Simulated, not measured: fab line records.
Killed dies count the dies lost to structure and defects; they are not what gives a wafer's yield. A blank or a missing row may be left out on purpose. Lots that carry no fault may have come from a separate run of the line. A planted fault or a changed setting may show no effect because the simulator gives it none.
fab line records	flow nand_harc
record: lots: 7	wafers: 21	last_day: 32
route steps=1302 shown P_M1@297 END@1302
lots with no fault: from the same line, run without faults
start_h: start of the lot's first displayed wafer, in hours after the record's first day	wait_h: how many hours have passed since the lot's step before this one	" identical to the entry in the row above	L1.1+2: several wafers, shown together as one row	- no value present, or no start provided	* or withheld: withheld	< > ~ a bound
route shown NAME@n: names a module that has steps shown in the file, with the first one's number in the route	usual: the fault-free wafers' mean and standard deviation	same: alike in all rows	chamber/n: place in a boat	sites: readings site by site	_std_site: their standard deviation	_edge_site: outer sites' mean less inner sites'	radius_mm: how far each site lies from the wafer's centre	mask NAME#n: copy n	behind: the tool/chamber that last shaped the wafer	hold: why the lot went on hold/how many hours it stayed there/how the hold came to an end	device: names the non-switching transistor (n, p or np)	end of line: the same wafers' tests at the end of the route	a step without rows: its recipe alone	killed: at the first sort, the dies lost to defects and structure; wafer yield is something else	map: shows each die of a wafer: x if killed, . if not, _ if none is there
set.NAME: the run value of the setting; set.NAME@STEP: its run value at that earlier step	model.NAME: the simulator's own value behind a step, which no gauge read
lots at selected steps of the route; one table per step, one row per wafer
services: the hour from which a tool's chamber was out of use, counted from the record's first day as start_h (under 0 if before that day), plus the number of hours and why
== steps ==
step: NHARC_P_M1_INSPECT_11
usual: raw_defect_count: 4.4/2.5
lot.wafer	tool	chamber	start_h	wait_h	raw_defect_count
L566.1	defect_inspect-01	-	110.80	0.0	5
L566.2	"	-	"	"	5
L566.4	"	-	"	"	6
L572.2	defect_inspect-01	-	177.85	0.0	4
L572.3	"	-	"	"	3
L572.5	"	-	"	"	4
L575.3	defect_inspect-01	-	205.26	0.0	4
L575.5	"	-	"	"	6
L575.6	"	-	"	"	1
L579.1	defect_inspect-01	-	243.61	0.0	4
L579.3	"	-	"	"	12
L579.6	"	-	"	"	8
L584.1	defect_inspect-01	-	299.78	0.0	8
L584.5	"	-	"	"	8
L584.6	"	-	"	"	11
L587.3	defect_inspect-01	-	322.43	0.0	4
L587.5	"	-	"	"	5
L587.6	"	-	"	"	4
L588.4	defect_inspect-02	-	329.52	0.0	3
L588.5	"	-	"	"	4
L588.6	"	-	"	"	1
step: NHARC_P_M1_DESCUM_14
recipe: time_s: 3	o2_flow_sccm: 200	ar_flow_sccm: 0	bias_power_w: 0	chemistry: O2
usual: drypump_motor_current_A: 5.9/0.41	o2_flow_sccm: 200.0/0.58	oes_product_au: 0.996/0.011	rf_vpp_V: 58.0/0.79	showerhead_plenum_p_Torr: 1.96/0.067	throttle_valve_pct: 11.310/0.0092
lot.wafer	tool	chamber	start_h	wait_h	drypump_motor_current_A	o2_flow_sccm	oes_product_au	rf_hours_counter_h	rf_vpp_V	showerhead_plenum_p_Torr	throttle_valve_pct
L566.1	rie_diel-12	0	110.87	0.1	5.6	199.0	0.987	2	57.2	1.88	11.297
L566.2	"	1	"	"	5.5	199.4	1.000	2	59.6	2.02	11.312
L566.4	"	2	"	"	5.8	199.7	0.998	2	57.8	2.03	11.313
L572.2	rie_diel-09	0	177.91	0.1	6.1	199.6	0.992	3	58.2	1.95	11.317
L572.3	"	3	"	"	6.8	201.2	1.003	3	57.9	1.90	11.323
L572.5	"	0	"	"	6.1	200.4	0.980	-	59.1	1.95	11.308
L575.3	rie_diel-08	0	205.32	0.1	5.0	200.0	1.001	10	56.8	1.97	11.312
L575.6	"	3	"	"	5.8	200.3	1.016	-	58.2	1.86	11.300
L575.5	"	0	"	"	5.0	199.9	1.008	-	59.0	1.97	11.306
L579.1	rie_diel-12	3	243.67	0.1	5.9	200.8	1.004	12	58.6	2.01	11.319
L579.3	"	2	"	"	5.7	200.7	1.001	11	59.6	2.03	11.291
L579.6	"	0	"	"	5.6	199.9	0.982	-	58.3	1.88	11.309
L584.1	rie_diel-12	3	299.86	0.1	5.9	199.4	1.005	4	58.4	2.01	11.316
L584.6	"	3	"	"	5.9	199.5	1.011	-	57.7	2.01	11.308
L584.5	"	0	"	"	5.6	199.4	0.999	-	58.5	1.88	11.318
L587.3	rie_diel-09	0	322.50	0.1	6.0	199.4	1.007	1	58.3	1.95	11.300
L587.6	"	3	"	"	6.8	199.3	1.000	-	57.6	1.90	11.315
L587.5	"	0	"	"	6.1	200.1	1.002	-	59.1	1.95	11.316
L588.4	rie_diel-12	0	329.60	0.1	5.6	200.4	0.997	6	57.9	1.88	11.312
L588.5	"	2	"	"	5.8	200.9	0.992	-	58.6	2.03	11.302
L588.6	"	3	"	"	5.9	200.0	0.994	-	58.6	2.01	11.307
step: NHARC_P_M1_ETCH_35
recipe: target_depth_a: 400	overetch_a: 120	time_s: 43.94	ion_energy_ev: 200	n2_flow_sccm: 150	h2_flow_sccm: 150	ar_flow_sccm: 0	rf_w: 400	bias_w: 150	chemistry: N2/H2
usual: bias_w: 149.9/0.45	drypump_motor_current_A: 5.9/0.4	oes_product_au: 0.994/0.011	rf_vpp_V: 432.0/2.2	showerhead_plenum_p_Torr: 2.09/0.075	throttle_valve_pct: 14.172/0.0081
lot.wafer	tool	chamber	start_h	wait_h	bias_w	drypump_motor_current_A	oes_product_au	rf_hours_counter_h	rf_vpp_V	showerhead_plenum_p_Torr	throttle_valve_pct
L566.4	rie_diel-12	1	110.95	0.1	150.5	5.5	0.992	2	434.4	2.15	14.178
L566.1	"	2	"	"	149.9	5.8	0.990	2	434.4	2.17	14.182
L566.2	"	3	"	"	149.2	5.9	1.001	2	433.6	2.15	14.187
L572.2	rie_diel-09	2	177.99	0.1	149.3	5.8	0.982	3	434.4	2.18	14.181
L572.3	"	1	"	"	150.3	6.2	0.983	3	433.2	2.14	14.165
L572.5	"	2	"	"	149.5	5.8	0.979	-	434.9	2.18	14.175
L575.3	rie_diel-08	1	205.41	0.1	149.7	5.6	1.013	12	430.2	2.00	14.168
L575.5	"	3	"	"	149.8	5.8	1.004	-	427.9	1.98	14.169
L575.6	"	0	"	"	149.8	5.0	1.014	-	432.0	2.10	14.163
L579.3	rie_diel-12	1	243.75	0.1	149.5	5.5	0.997	9	433.7	2.15	14.186
L579.1	"	3	"	"	150.3	5.9	0.994	12	432.3	2.14	14.166
L579.6	"	2	"	"	150.3	5.8	1.007	-	434.1	2.16	14.173
L584.1	rie_diel-12	0	299.95	0.1	150.0	5.6	0.993	3	430.7	2.00	14.182
L584.5	"	0	"	"	150.2	5.6	0.992	-	427.8	2.00	14.172
L584.6	"	1	"	"	150.0	5.5	0.991	-	433.8	2.15	14.183
L587.3	rie_diel-09	0	322.59	0.1	149.7	6.0	1.002	1	431.9	2.08	14.184
L587.5	"	1	"	"	150.5	6.2	0.987	-	433.8	2.14	14.174
L587.6	"	2	"	"	148.7	5.8	0.999	-	433.3	2.18	14.177
L588.4	rie_diel-12	1	329.73	0.1	149.9	5.5	0.996	6	434.4	2.15	14.175
L588.6	"	3	"	"	150.2	5.9	1.000	-	432.9	2.14	14.180
L588.5	"	0	"	"	150.0	5.6	1.011	-	429.4	2.00	14.162
step: NHARC_P_M1_ETCH_15
recipe: target_depth_a: 1825	time_s: 91.2	c4f8_flow_sccm: withheld	ar_flow_sccm: 400	rf_w: 600	bias_w: 300	chemistry: C4F8/Ar
usual: bias_w: 300.1/0.91	oes_product_au: 0.953/0.022	rf_vpp_V: 442.4/2.3
lot.wafer	tool	chamber	start_h	wait_h	bias_w	oes_product_au	rf_hours_counter_h	rf_vpp_V
L566.2	rie_diel-12	2	-	-	298.7	0.968	2	444.1
L566.4	"	3	"	"	301.6	0.965	2	444.7
L566.1	"	1	"	"	300.8	0.977	2	442.8
L572.3	rie_diel-09	3	-	-	300.4	0.929	4	441.3
L572.2	"	1	"	"	298.5	0.914	3	443.4
L572.5	"	2	"	"	301.5	0.910	-	444.0
L575.3	rie_diel-08	1	-	-	298.7	0.990	12	439.3
L575.6	"	0	"	"	300.4	0.966	-	441.9
L575.5	"	1	"	"	300.0	0.988	-	441.2
L579.3	rie_diel-12	2	-	-	299.9	0.932	11	443.6
L579.1	"	0	"	"	300.2	0.905	12	438.7
L579.6	"	2	"	"	300.2	0.914	-	444.9
L584.1	rie_diel-12	0	-	-	299.4	0.966	3	438.6
L584.5	"	3	"	"	301.2	0.955	-	443.9
L584.6	"	0	"	"	298.8	0.953	-	440.9
L587.3	rie_diel-09	1	-	-	298.5	0.969	1	443.5
L587.5	"	1	"	"	299.9	0.963	-	444.2
L587.6	"	2	"	"	300.7	0.985	-	445.8
L588.4	rie_diel-12	0	-	-	299.7	0.951	6	439.0
L588.5	"	1	"	"	301.2	0.962	-	442.5
L588.6	"	2	"	"	300.0	0.940	-	443.6
step: NHARC_P_M1_CD_MEAS_16
usual: cd_nm: 130.1/0.8
lot.wafer	tool	chamber	start_h	wait_h	cd_nm
L566.1	cd_sem-03	-	111.17	-	130.5
L566.2	"	-	"	"	130.3
L566.4	"	-	"	"	130.0
L572.2	cd_sem-03	-	178.21	-	130.2
L572.3	"	-	"	"	131.2
L572.5	"	-	"	"	130.0
L575.3	cd_sem-02	-	205.63	-	130.7
L575.5	"	-	"	"	128.8
L575.6	"	-	"	"	130.5
L579.1	cd_sem-02	-	243.97	-	130.1
L579.3	"	-	"	"	130.4
L579.6	"	-	"	"	129.2
L584.1	cd_sem-01	-	300.16	-	130.5
L584.5	"	-	"	"	130.9
L584.6	"	-	"	"	131.3
L587.3	cd_sem-02	-	322.80	-	129.3
L587.5	"	-	"	"	129.5
L587.6	"	-	"	"	130.3
L588.4	cd_sem-03	-	329.95	-	130.8
L588.5	"	-	"	"	129.2
L588.6	"	-	"	"	131.0
step: NHARC_P_M1_STRIP_18
recipe: power_w: 1000	n2_flow_sccm: 150	h2_flow_sccm: 150	ar_flow_sccm: 0	bias_w: 0	chemistry: N2/H2
step: NHARC_P_M1_ETCH_28
recipe: target_depth_a: 300	over_etch_frac: 0.3	time_s: 72.99	ion_energy_ev: 150	cf4_flow_sccm: 50	n2_flow_sccm: 100	ar_flow_sccm: 150	rf_w: 300	bias_w: 100	chemistry: CF4/N2
step: NHARC_P_M1_STRIP_19
recipe: time_s: 600	temp_c: 30	chemistry: post_etch_residue_remover
step: NHARC_P_M1_DEGAS_29
recipe: temp_c: 250	time_s: 60
step: NHARC_P_M1_PRE_CLEAN_30
recipe: time_s: 30	temp_c: 280	gas: H2/He
step: NHARC_P_M1_PVD_20
recipe: target_thk_a: 50	bias_v: 168.6	power_w: 15000	chamber_pressure_pa: 0.12	time_s: 8.06	substrate_temp_c: 50	material: TaN
step: NHARC_P_M1_PVD_21
recipe: target_thk_a: 300	chamber_pressure_pa: 5	power_w: 5000	substrate_temp_c: 30	time_s: 20.49	material: Cu
usual: throttle_valve_pct: 30.6/1.1
lot.wafer	tool	chamber	start_h	wait_h	throttle_valve_pct
L566.2	pvd_sputter-01	-	-	-	32.4
L566.4	"	-	"	"	29.2
L566.1	"	-	"	"	30.5
L572.2	pvd_sputter-02	-	-	-	30.2
L572.3	"	-	"	"	29.2
L572.5	"	-	"	"	31.4
L575.3	pvd_sputter-03	-	-	-	30.1
L575.5	"	-	"	"	31.7
L575.6	"	-	"	"	31.5
L579.1	pvd_sputter-02	-	-	-	30.1
L579.3	"	-	"	"	29.2
L579.6	"	-	"	"	29.9
L584.1	pvd_sputter-01	-	-	-	30.9
L584.6	"	-	"	"	29.6
L584.5	"	-	"	"	29.9
L587.3	pvd_sputter-02	-	-	-	29.1
L587.5	"	-	"	"	30.9
L587.6	"	-	"	"	30.1
L588.4	pvd_sputter-01	-	-	-	29.7
L588.5	"	-	"	"	30.2
L588.6	"	-	"	"	30.4
step: NHARC_P_M1_ECD_22
recipe: target_thk_a: 4000	bath_temp_c: 25	material: Cu
lot.wafer	tool	chamber	start_h	wait_h
L566.1+2+4	ecd_cu-01	1,0,0	112.24	-
L566.1+2+4	ecd_cu-01	1,0,0	112.87	-
L572.2+3+5	ecd_cu-01	1,0,1	179.29	-
L572.2+3+5	ecd_cu-01	1,0,1	179.92	0.6
L575.3+6+5	ecd_cu-01	1,0,1	206.89	-
L575.3+6+5	ecd_cu-01	1,0,1	207.53	0.6
L579.1+3+6	ecd_cu-02	1,0,0	245.08	-
L584.1+6+5	ecd_cu-01	1,1,0	301.23	-
L587.3+6+5	ecd_cu-02	0,1,0	324.02	-
L588.4+5+6	ecd_cu-01	0,0,1	331.11	-
step: NHARC_P_M1_ANNEAL_31
recipe: temp_c: 225	time_s: 90
usual: wafer_temp_C_max: 226.1/0.31
lot.wafer	tool	chamber	start_h	wait_h	wafer_temp_C_max
L566.1	rtp_anneal-01	0	113.58	-	226.4
L566.2	"	0	"	"	225.6
L566.4	"	0	"	"	226.3
L572.2	rtp_anneal-02	0	180.50	0.5	226.3
L572.3	"	0	"	"	225.6
L572.5	"	0	"	"	226.3
L575.3	rtp_anneal-02	0	207.96	0.4	225.9
L575.5	"	0	"	"	225.8
L575.6	"	0	"	"	225.8
L579.1	rtp_anneal-02	0	245.46	0.3	225.8
L579.3	"	0	"	"	225.7
L579.6	"	0	"	"	225.8
L584.1	rtp_anneal-02	0	301.61	-	226.0
L584.5	"	0	"	"	225.8
L584.6	"	0	"	"	225.9
L587.3	rtp_anneal-02	0	324.35	-	226.1
L587.5	"	0	"	"	225.8
L587.6	"	0	"	"	226.2
L588.4	rtp_anneal-02	0	331.55	-	226.2
L588.5	"	0	"	"	225.7
L588.6	"	0	"	"	226.0
step: NHARC_P_M1_CMP_23
recipe: t_overpolish_s: 20	target_thk_nm: 157.82
usual: motor_current_A: 11.7/0.99	time_to_endpoint_s: 28.5/2.1
lot.wafer	tool	chamber	start_h	wait_h	motor_current_A	time_to_endpoint_s
L566.1	cmp-03	2	113.93	-	12.7	55.5
L566.4	"	3	"	"	12.2	52.2
L566.2	"	1	"	"	11.5	57.8
L572.2	cmp-02	2	180.82	-	11.4	62.6
L572.3	"	0	"	"	12.6	59.2
L572.5	"	2	"	"	11.3	62.2
L575.3	cmp-01	2	208.28	-	10.2	54.6
L575.6	"	3	"	"	13.9	58.2
L575.5	"	0	"	"	10.9	54.7
L579.1	cmp-02	1	245.84	-	10.2	32.2
L579.3	"	2	"	"	11.5	29.7
L579.6	"	0	"	"	12.8	28.6
L584.1	cmp-02	3	301.98	-	11.5	28.2
L584.6	"	2	"	"	11.5	24.8
L584.5	"	3	"	"	10.6	26.6
L587.3	cmp-03	3	324.68	-	11.9	25.0
L587.6	"	0	"	"	11.1	28.5
L587.5	"	1	"	"	11.6	28.7
L588.4	cmp-03	2	331.80	-	12.8	27.4
L588.6	"	0	"	"	11.3	27.3
L588.5	"	1	"	"	11.7	26.6
step: NHARC_P_M1_THK_MEAS_24
recipe: thk_meas_gauge: xrf
usual: thk_nm: 157.8/1.4
lot.wafer	tool	chamber	start_h	wait_h	thk_nm
L566.1	film_metro-01	-	114.24	-	158.3
L566.2	"	-	"	"	157.0
L566.4	"	-	"	"	158.0
L572.2	film_metro-02	-	181.11	-	157.7
L572.3	"	-	"	"	155.8
L572.5	"	-	"	"	157.8
L575.3	film_metro-02	-	208.51	-	157.7
L575.5	"	-	"	"	158.9
L575.6	"	-	"	"	159.9
L579.1	film_metro-01	-	246.14	-	159.6
L579.3	"	-	"	"	159.5
L579.6	"	-	"	"	157.9
L584.1	film_metro-02	-	302.27	-	157.2
L584.5	"	-	"	"	158.1
L584.6	"	-	"	"	155.0
L587.3	film_metro-01	-	324.91	-	155.9
L587.5	"	-	"	"	158.0
L587.6	"	-	"	"	158.2
L588.4	film_metro-01	-	332.06	-	158.7
L588.5	"	-	"	"	158.3
L588.6	"	-	"	"	159.4
step: NHARC_END_SORT_01
recipe: temp_c: 25
usual: defect_limited_yield: 90.1/2.5	killed_at_array: 62/18	killed_at_other: 0.9/1.2	killed_at_periphery: 4.2/2.9	killed_dies: 67/17	killed_open: 3.6/1.9	killed_short: 2.5/1.6
same: gross_dies: 677
lot.wafer	tool	chamber	start_h	wait_h	defect_limited_yield[%]	killed_at_array	killed_at_other	killed_at_periphery	killed_dies	killed_open	killed_short
L572.2	prober-02	0	625.61	2.8	87.3	86	0	0	86	4	2
L572.3	prober-02	0	626.41	3.1	87.1	85	1	1	87	1	1
L572.5	prober-02	0	628.03	3.7	87.9	81	0	1	82	2	3
L575.3	prober-02	0	649.16	3.1	90.5	61	0	3	64	4	1
L575.5	prober-02	0	650.75	3.7	88.2	78	0	2	80	4	1
L575.6	prober-02	0	651.54	4.0	90.3	66	0	0	66	3	2
L584.1	prober-02	0	753.92	2.5	93.2	37	1	8	46	5	0
L584.5	prober-02	0	757.15	3.7	92.6	41	1	8	50	3	3
L584.6	prober-02	0	757.96	4.0	93.5	29	2	13	44	2	5
killed by level:class
L572.2 A_CHANNEL_HOLE_D1:chamber_film_flake=30 A_SLIT:chamber_film_flake=29 A_CHANNEL_HOLE_D2:chamber_film_flake=12 A_WL_FILL:chamber_film_flake=6 A_ONON_D1:geometric_particle:open=2 A_STAIRCASE:chamber_film_flake=2 A_CHANNEL_FILL_D2:geometric_particle:short=1 A_SGD_CUT:geometric_particle:open=1
L572.3 A_CHANNEL_HOLE_D1:chamber_film_flake=30 A_SLIT:chamber_film_flake=29 A_CHANNEL_HOLE_D2:chamber_film_flake=15 A_M1:chamber_film_flake=3 A_CONTACT:chamber_film_flake=2 A_ONON_D2:geometric_particle:short=1 A_M0:geometric_particle:open=1 P_GATE:chamber_film_flake=1
L572.5 A_CHANNEL_HOLE_D1:chamber_film_flake=32 A_SLIT:chamber_film_flake=28 A_CHANNEL_HOLE_D2:chamber_film_flake=9 A_WL_FILL:geometric_particle:short=3 A_WL_FILL:chamber_film_flake=3 A_WL_FILL:geometric_particle:open=1 A_M0:geometric_particle:open=1 P_ZERO_WELL:chamber_film_flake=1
L575.3 A_CHANNEL_HOLE_D1:chamber_film_flake=24 A_SLIT:chamber_film_flake=24 A_SGD_CUT:chamber_film_flake=4 A_CONTACT:chamber_film_flake=4 P_GATE:geometric_particle:open=1 P_CONTACT:geometric_particle:open=1 A_DECK1_JOINT:geometric_particle:open=1 A_M0:geometric_particle:short=1
L575.5 A_SLIT:chamber_film_flake=34 A_CHANNEL_HOLE_D1:chamber_film_flake=26 A_SGD_CUT:chamber_film_flake=5 A_STAIRCASE:chamber_film_flake=4 A_CONTACT:chamber_film_flake=4 A_CHANNEL_FILL_D1:geometric_particle:open=1 A_CHANNEL_FILL_D2:geometric_particle:open=1 A_WL_FILL:geometric_particle:short=1
L575.6 A_CHANNEL_HOLE_D1:chamber_film_flake=30 A_SLIT:chamber_film_flake=24 A_STAIRCASE:chamber_film_flake=2 A_CONTACT:chamber_film_flake=2 A_CHANNEL_FILL_D1:geometric_particle:open=1 A_DECK1_JOINT:geometric_particle:open=1 A_ONON_D2:geometric_particle:short=1 A_STAIRCASE:geometric_particle:short=1
L584.1 A_CHANNEL_HOLE_D1:chamber_film_flake=16 A_SLIT:chamber_film_flake=6 A_STAIRCASE:chamber_film_flake=5 P_STI:chamber_film_flake=3 A_CHANNEL_HOLE_D2:chamber_film_flake=3 A_CHANNEL_FILL_D2:geometric_particle:open=2 P_CONTACT:chamber_film_flake=2 A_CONTACT:chamber_film_flake=2
L584.5 A_CHANNEL_HOLE_D1:chamber_film_flake=20 A_SLIT:chamber_film_flake=8 P_GATE:chamber_film_flake=3 A_STAIRCASE:chamber_film_flake=3 A_CONTACT:chamber_film_flake=3 P_ZERO_WELL:chamber_film_flake=2 A_CHANNEL_HOLE_D2:chamber_film_flake=2 P_CONTACT:geometric_particle:open=1
L584.6 A_CHANNEL_HOLE_D1:chamber_film_flake=11 A_SLIT:chamber_film_flake=9 P_ZERO_WELL:chamber_film_flake=4 P_GATE:chamber_film_flake=3 P_CONTACT:chamber_film_flake=2 A_CHANNEL_FILL_D1:chamber_film_flake=2 A_CHANNEL_HOLE_D2:chamber_film_flake=2 THIN_TSV:chamber_film_flake=2
== services ==
tool	chamber	start_h	hours	kind
rie_diel-12	3	90.28	3.9	repair
cmp-02	-	96.05	0.3	repair
rie_diel-12	1	99.68	1.4	repair
rie_diel-08	-	101.26	0.4	repair
rie_diel-08	-	102.19	1.1	repair
cmp-02	-	110.58	4.0	pm
cmp-02	-	118.72	1.4	repair
rie_diel-09	-	119.18	9.0	pm
cmp-02	-	133.86	1.1	repair
ecd_cu-01	-	136.25	8.0	pm
cmp-03	-	138.14	4.0	pm
rie_diel-08	2	155.84	5.4	repair
rie_diel-08	-	167.08	9.0	pm
rie_diel-09	2	167.10	1.4	repair
cmp-02	-	177.44	1.5	repair
pvd_sputter-02	-	201.45	2.2	repair
pvd_sputter-01	-	202.00	10.0	pm
cmp-02	-	208.58	4.0	pm
rie_diel-12	1	212.28	13.5	repair
pvd_sputter-01	-	226.79	2.2	repair
rie_diel-12	-	244.40	9.0	pm
rie_diel-09	-	296.18	9.0	pm
rie_diel-12	2	309.07	2.7	repair
ecd_cu-01	-	312.25	8.0	pm
== key ==
first_sign: step: NHARC_P_M1_ECD_22	reading: visit	direction: added
effect: step: NHARC_P_M1_CMP_23	reading: time_to_endpoint_s	direction: up	sigmas: 14	usual: *	struck: *
met_at NHARC_P_M1_ECD_22
struck_wafers L566.1,L566.2,L566.4,L572.2,L572.3,L572.5,L575.3,L575.5,L575.6
fault: kind: repeated_step_whole	tool: ecd_cu-01,ecd_cu-02	chamber: -	onset_h: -	steps: NHARC_P_M1_ECD_22	times: 1	scope: struck_lots_only
